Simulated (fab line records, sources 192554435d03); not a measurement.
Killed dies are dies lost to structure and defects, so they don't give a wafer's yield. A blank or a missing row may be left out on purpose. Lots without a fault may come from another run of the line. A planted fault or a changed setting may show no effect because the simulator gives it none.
fab line records | flow n5_finfet
record lots=10 wafers=25 last_day=18
route steps=1938 shown BEOL_M0_SAQP@651 BEOL_M4@1111 PASSIVATION@1936
lots that met no fault: from a run of the same line without faults
start_h: hours from the record's first day to the start of the lot's first wafer shown | wait_h: hours since the lot's step before | " the same as in the row above | L1.1+2: a row that stands for several wafers | - no value, or no start given | * or withheld: withheld | < > ~ a bound
route shown NAME@n: a module of which the file shows steps, and the number in the route of the first | usual: mean/standard deviation of fault-free wafers | same: alike in all rows | chamber/n: place in a boat | sites: the reading at each site | _std_site: their standard deviation | _edge_site: outer sites' mean less inner sites' | radius_mm: how far each site lies from the wafer's centre | mask NAME#n: copy n | behind: the tool/chamber that last shaped the wafer | hold: why the lot was held/for how many hours/how that ended | device: the transistor (n, p or np) that didn't switch | end of line: the same wafers' tests at the end of the route | a step without rows: its recipe alone | killed: dies lost to structure and defects at the first sort, not the wafer's yield | map: a wafer's dies, x killed, . not, _ none there
set.NAME: the setting as run; set.NAME@STEP: as run at that earlier step | model.NAME: the simulator's own value behind a step, which no gauge read
steps of the route over a sample of lots; a table a step, a row a wafer
services: from which hour (start_h, from the record's first day; less than 0 if before it) a tool's chamber was out of use, for how many hours, and why
## steps
# step N5_BEOL_M0_SAQP_INSPECT_16
# recipe mode=adi inspect_instrument=brightfield
# usual raw_defect_count=499/130
# columns lot.wafer tool chamber start_h wait_h raw_defect_count
L379.3 defect_inspect-02 - 113.29 0.0 265
L379.4 " - " " 478
L379.5 " - " " 242
L380.1 defect_inspect-01 - 116.09 0.0 530
L380.2 " - " " 775
L380.3 " - " " 681
L385.1 defect_inspect-02 - 149.50 0.0 512
L385.3 " - " " 380
L385.6 " - " " 442
L386.3 defect_inspect-01 - 157.93 0.0 620
L386.4 " - " " 671
L387.2 defect_inspect-02 - 162.31 0.0 463
L387.3 " - " " 436
L387.6 " - " " 344
L395.3 defect_inspect-02 - 209.26 0.0 812
L395.6 " - " " 562
L396.1 defect_inspect-02 - 214.92 0.0 468
L396.5 " - " " 459
L399.4 defect_inspect-02 - 236.79 0.0 556
L399.5 " - " " 635
L400.1 defect_inspect-02 - 263.67 0.0 598
L400.3 " - " " 253
L401.2 defect_inspect-02 - 264.35 0.0 431
L401.4 " - " " 333
L401.5 " - " " 501
# step N5_BEOL_M0_SAQP_HM_OPEN_112
# recipe chemistry=CHF3/O2 target=SiO2 stop_on=a-Si target_depth_a=120 over_etch_frac=1.25 mask_material=SOC time_s=13.5 pressure_mtorr=30 source_w=650 bias_w=170 Ar_flow_sccm=200 CHF3_flow_sccm=50 O2_flow_sccm=5 ion_energy_ev=200 ends=end_point
# usual drypump_motor_current_A=5.9/0.43 oes_product_au=0.470/0.026 rf_fwd_power_W=644.0/2.7 rf_vpp_V=525/18 showerhead_plenum_p_Torr=2.45/0.072 throttle_valve_pct=18.96/0.19
# columns lot.wafer tool chamber start_h wait_h drypump_motor_current_A oes_product_au rf_fwd_power_W rf_hours_counter_h rf_vpp_V showerhead_plenum_p_Torr throttle_valve_pct
L379.3 rie_diel-03 1 113.82 0.0 6.5 0.451 644.9 225 513 2.49 19.09
L379.4 " 0 " " 5.9 0.483 644.5 164 559 2.52 18.88
L379.5 " 1 " " 6.4 0.441 646.5 - 517 2.49 19.06
L380.1 rie_diel-03 0 116.31 0.0 5.9 0.475 644.0 164 557 2.52 18.89
L380.2 " 2 " " 5.6 0.523 645.8 83 506 2.44 19.05
L380.3 " 1 " " 6.4 0.446 649.9 226 515 2.49 19.06
L385.1 rie_diel-06 2 149.76 0.0 6.7 0.506 640.4 125 543 2.34 18.91
L385.3 " 1 " " 5.7 0.456 644.9 194 517 2.52 18.79
L385.6 " 0 " " 5.7 0.463 641.3 - 539 2.46 18.56
L386.3 rie_diel-06 0 158.15 0.0 5.7 0.462 640.5 189 541 2.46 18.56
L386.4 " 1 " " 5.7 0.458 644.8 197 516 2.52 18.81
L387.2 rie_diel-03 0 162.54 0.0 5.9 0.461 643.5 182 556 2.51 18.92
L387.3 " 2 " " 5.6 0.512 644.4 100 506 2.44 19.06
L387.6 " 0 " " 5.9 0.464 644.9 - 558 2.51 18.93
L395.3 rie_diel-06 3 209.48 0.0 5.2 0.478 642.6 212 518 2.29 18.87
L395.6 " 3 " " 5.2 0.489 646.1 - 519 2.29 18.89
L396.1 rie_diel-03 3 215.14 0.0 5.9 0.439 651.9 234 509 2.48 19.27
L396.5 " 3 " " 5.8 0.434 648.8 - 509 2.48 19.27
L399.4 rie_diel-03 3 237.01 0.0 5.9 0.435 644.9 240 508 2.48 19.28
L399.5 " 0 " " 5.9 0.457 643.9 - 558 2.50 18.96
L400.1 rie_diel-03 0 264.05 0.0 5.9 0.450 645.6 209 558 2.50 18.95
L400.3 " 1 " " 6.4 0.441 649.0 252 516 2.48 19.12
L401.2 rie_diel-05 0 264.57 0.0 5.3 0.472 647.1 179 525 2.50 18.65
L401.4 " 2 " " 6.4 0.464 646.4 228 525 2.49 18.77
L401.5 " 1 " " 5.1 0.445 640.7 - 532 2.50 19.09
# step N5_BEOL_M0_SAQP_ETCH_102
# recipe chemistry=CF4 target=SiO2 target_depth_a=40 ion_energy_ev=350 time_s=4.4 pressure_mtorr=10 icp_w=800 bias_w=400 cf4_flow_sccm=80
# usual drypump_motor_current_A=5.7/0.53 oes_product_au=1.00/0.035 rf_fwd_power_W=789/4.9 throttle_valve_pct=21.91/0.26
# columns lot.wafer tool chamber start_h wait_h drypump_motor_current_A oes_product_au rf_fwd_power_W rf_hours_counter_h throttle_valve_pct
L379.3 rie_si-05 0 115.47 0.1 5.5 1.02 789 17 21.72
L379.4 " 3 " " 6.3 0.99 784 130 21.67
L379.5 " 3 " " 6.3 0.99 785 - 21.67
L380.1 rie_si-06 2 118.12 0.1 5.4 0.98 788 99 22.42
L380.2 " 0 " " 5.7 1.03 790 8 21.89
L380.3 " 1 " " 5.1 1.03 789 9 21.42
L385.1 rie_si-05 3 151.40 0.1 6.3 0.99 785 130 21.68
L385.3 " 0 " " 5.5 1.03 786 18 21.72
L385.6 " 1 " " 5.7 1.05 796 - 22.05
L386.3 rie_si-03 0 159.86 0.1 5.8 1.06 794 158 22.12
L386.4 " 3 " " 6.7 0.97 792 41 21.88
L387.2 rie_si-03 1 164.06 0.1 5.7 0.98 781 35 22.28
L387.3 " 0 " " 5.8 1.06 789 158 22.12
L387.6 " 2 " " 5.1 0.94 783 - 21.46
L395.3 rie_si-03 3 210.99 0.1 6.7 0.97 794 42 21.90
L395.6 " 3 " " 6.7 0.97 795 - 21.87
L396.1 rie_si-05 3 216.66 0.1 6.3 0.97 786 132 21.68
L396.5 " 3 " " 6.3 0.99 786 - 21.68
L399.4 rie_si-05 3 239.03 0.1 6.3 0.99 785 132 21.68
L399.5 " 2 " " 5.0 1.00 794 - 22.05
L400.1 rie_si-03 3 265.58 0.1 6.7 0.97 792 43 21.89
L400.3 " 1 " " 5.8 0.98 782 36 22.29
L401.2 rie_si-05 0 266.09 0.1 5.5 1.00 787 20 21.73
L401.4 " 3 " " 6.3 0.98 783 132 21.69
L401.5 " 2 " " 5.0 0.99 789 - 22.04
# step N5_BEOL_M0_SAQP_COAT_105
# recipe resist=SOC temp_c=250 time_s=60 spin_rpm=1500 resist_thk_nm=100
# usual dispense_pressure_kPa=48/4.2 exhaust_pa=45.2/0.84 spin_speed_rpm=1500.2/1.2
# columns lot.wafer tool chamber start_h wait_h dispense_pressure_kPa exhaust_pa spin_speed_rpm
L379.3 litho_track-05 0 116.06 0.2 43 45.4 1498.2
L379.4 " 0 " " 43 45.5 1499.3
L379.5 " 0 " " 43 45.2 1500.7
L380.1 litho_track-01 0 118.62 0.3 48 45.5 1501.6
L380.2 " 0 " " 48 44.3 1502.2
L380.3 " 0 " " 48 44.5 1501.7
L385.1 litho_track-05 0 151.89 0.3 43 45.0 1604.3
L385.3 " 0 " " 43 45.6 1602.0
L385.6 " 0 " " 43 45.5 1604.0
L386.3 litho_track-03 0 160.36 0.2 53 45.0 1499.8
L386.4 " 0 " " 53 45.2 1500.2
L387.2 litho_track-05 0 164.57 0.3 43 45.1 1600.5
L387.3 " 0 " " 43 45.8 1601.5
L387.6 " 0 " " 43 45.3 1603.8
L395.3 litho_track-03 0 211.50 0.2 53 45.1 1500.0
L395.6 " 0 " " 53 45.5 1499.2
L396.1 litho_track-01 0 217.28 0.3 48 45.7 1501.7
L396.5 " 0 " " 48 44.1 1499.7
L399.4 litho_track-03 0 239.55 0.2 53 44.7 1500.0
L399.5 " 0 " " 53 45.2 1500.7
L400.1 litho_track-01 0 266.08 0.3 48 46.2 1500.6
L400.3 " 0 " " 48 45.2 1500.4
L401.2 litho_track-05 0 266.59 0.3 43 45.3 1500.5
L401.4 " 0 " " 43 47.2 1500.3
L401.5 " 0 " " 43 46.5 1500.9
# step N5_BEOL_M4_RC_MEAS_101
# usual DIBL_N=36.2/2.2 DIBL_P=36.5/3 IOFF_N=0.16/0.039 IOFF_P=0.22/0.047 ION_N=675/15 ION_P=463/10 SS_N=71.6/0.71 SS_P=73.4/0.94 VT_N=250/3.6 VT_P=-250/3.9
# columns lot.wafer tool chamber start_h wait_h DIBL_N[mV/V] DIBL_P[mV/V] IOFF_N[nA/um] IOFF_P[nA/um] ION_N[uA/um] ION_P[uA/um] SS_N[mV/dec] SS_P[mV/dec] VT_N[mV] VT_P[mV]
L379.3 prober-01 0 167.53 0.3 36.4 33.6 0.14 0.17 661 450 71.7 72.8 251 -255
L379.4 " 0 " " 34.3 31.7 0.12 0.16 666 458 71.3 72.0 249 -254
L379.5 " 0 " " 34.3 31.1 0.12 0.14 654 450 71.8 72.2 251 -253
L380.1 prober-02 0 169.20 0.0 35.0 34.9 0.13 0.22 644 451 71.5 73.5 255 -250
L380.2 " 0 " " 34.3 32.9 0.11 0.16 654 455 70.7 72.8 255 -253
L380.3 " 0 " " 33.8 33.2 0.13 0.18 670 464 70.5 73.0 250 -250
L385.1 prober-01 0 214.21 0.0 39.0 40.5 0.18 0.25 696 479 71.5 73.8 250 -249
L385.3 " 0 " " 34.1 33.8 0.11 0.16 676 470 70.5 71.8 253 -254
L385.6 " 0 " " 38.5 40.0 0.18 0.24 694 477 71.4 74.2 250 -247
L386.3 prober-02 0 218.42 0.3 29.9 28.0 0.08 0.10 634 431 70.5 71.9 259 -261
L386.4 " 0 " " 35.6 35.0 0.17 0.17 681 455 71.5 72.6 247 -256
L387.2 prober-02 0 223.02 0.2 40.5 43.2 0.26 0.26 697 459 72.7 74.4 244 -251
L387.3 " 0 " " 36.6 39.1 0.15 0.20 676 455 71.8 74.3 252 -254
L387.6 " 0 " " 38.3 40.2 0.21 0.20 686 452 71.9 73.9 246 -253
L395.3 prober-02 0 280.46 0.3 36.8 36.2 0.18 0.21 690 460 72.1 73.8 246 -250
L395.6 " 0 " " 38.3 38.6 0.21 0.24 686 462 71.9 74.4 244 -248
L396.1 prober-02 0 285.12 0.1 35.0 32.9 0.14 0.19 659 457 71.0 71.6 251 -249
L396.5 " 0 " " 40.5 40.7 0.26 0.32 702 479 73.5 74.1 244 -242
L399.4 prober-01 0 289.51 0.5 37.0 38.9 0.16 0.22 673 455 71.2 73.2 251 -252
L399.5 " 0 " " 37.9 40.3 0.17 0.23 672 460 72.0 73.9 251 -250
L400.1 prober-02 0 317.23 0.0 42.3 42.9 0.26 0.34 684 467 72.5 76.7 247 -246
L400.3 " 0 " " 34.6 33.3 0.12 0.16 661 457 70.7 73.3 254 -255
L401.2 prober-01 0 321.09 0.2 34.2 36.4 0.15 0.21 678 460 71.5 74.1 248 -249
L401.4 " 0 " " 36.0 37.1 0.18 0.22 682 462 71.9 73.2 246 -250
L401.5 " 0 " " 32.6 33.2 0.12 0.17 665 457 71.3 72.6 251 -254
# step N5_PASSIVATION_PROBE_49
# usual defect_limited_yield=91.5/1.5 killed_at_M0_to_M3=32/10 killed_at_M4_up=13/4.9 killed_at_contacts=13/6.1 killed_at_front_end=38/11 killed_at_other=3/3.2 killed_dies=101/18 killed_open=66/13 killed_short=32/8.3 sort_bin_4_leakage=0.00/0.018 sort_bin_5_function=5.0/1 sort_bin_6_memory=3.2/0.74 sort_bin_8_speed=0.1/1.1 sort_n_pass=1078/22 sort_yield_pct=91.3/1.9
# same gross_dies=1180 killed_at_back_side=0
# columns lot.wafer tool chamber start_h wait_h defect_limited_yield[%] killed_at_M0_to_M3 killed_at_M4_up killed_at_contacts killed_at_front_end killed_at_other killed_dies killed_open killed_short sort_bin_4_leakage[%] sort_bin_5_function[%] sort_bin_6_memory[%] sort_bin_8_speed[%] sort_n_pass sort_yield_pct[%]
L385.3 prober-02 - 326.82 0.1 90.1 33 17 15 48 4 117 84 27 0 5.4 3.7 0 1063 90.1
# killed by level:class
L385.3 STI_FIN_REVEAL:geometric_particle:open=20 MOL_CONTACT_COAG:geometric_particle:open=14 BEOL_M3:geometric_particle:open=11 FIN_SAQP:geometric_particle:short=6 BEOL_M0_SAQP:geometric_particle:short=6 HKMG_FIN:area_etch=6 BEOL_M3:geometric_particle:short=5 BEOL_M4:geometric_particle:open=5
## services
# columns tool chamber start_h hours kind
rie_si-06 0 94.55 2.9 repair
rie_si-03 - 99.66 0.3 repair
rie_si-06 - 104.32 8.3 repair
rie_diel-03 0 109.28 3.0 repair
rie_si-03 2 117.00 9.9 repair
rie_diel-06 0 119.35 10.0 repair
rie_diel-05 0 124.31 6.9 repair
rie_diel-03 1 127.54 46.7 repair
rie_diel-05 3 136.41 7.8 repair
rie_si-06 3 143.17 - clean
rie_si-06 3 143.17 25.0 scheduled_down
rie_si-06 3 143.17 25.0 vent_cycle
rie_si-06 1 158.58 1.1 repair
rie_diel-06 - 182.23 2.8 pm
rie_si-03 2 210.38 3.7 repair
rie_diel-03 - 242.73 14.6 pm
rie_si-05 - 255.86 7.8 repair
## key
first_sign step=N5_BEOL_M0_SAQP_COAT_105 reading=spin_speed_rpm direction=up sigmas=86 usual=* struck=*
effect none on later readings
met_at N5_BEOL_M0_SAQP_COAT_105
struck_lots L385,L387
not_acting_at N5_BEOL_M0_SAQP_INSPECT_16,N5_BEOL_M0_SAQP_HM_OPEN_112,N5_BEOL_M0_SAQP_ETCH_102
onset_between 116.06 151.89
fault kind=process_parameter_drift tool=litho_track-05 chamber=- onset_h=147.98 steps=N5_BEOL_M0_SAQP_COAT_105 channel=spin_rpm offset=* shape=step end_h=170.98 acts_in=* stated=*
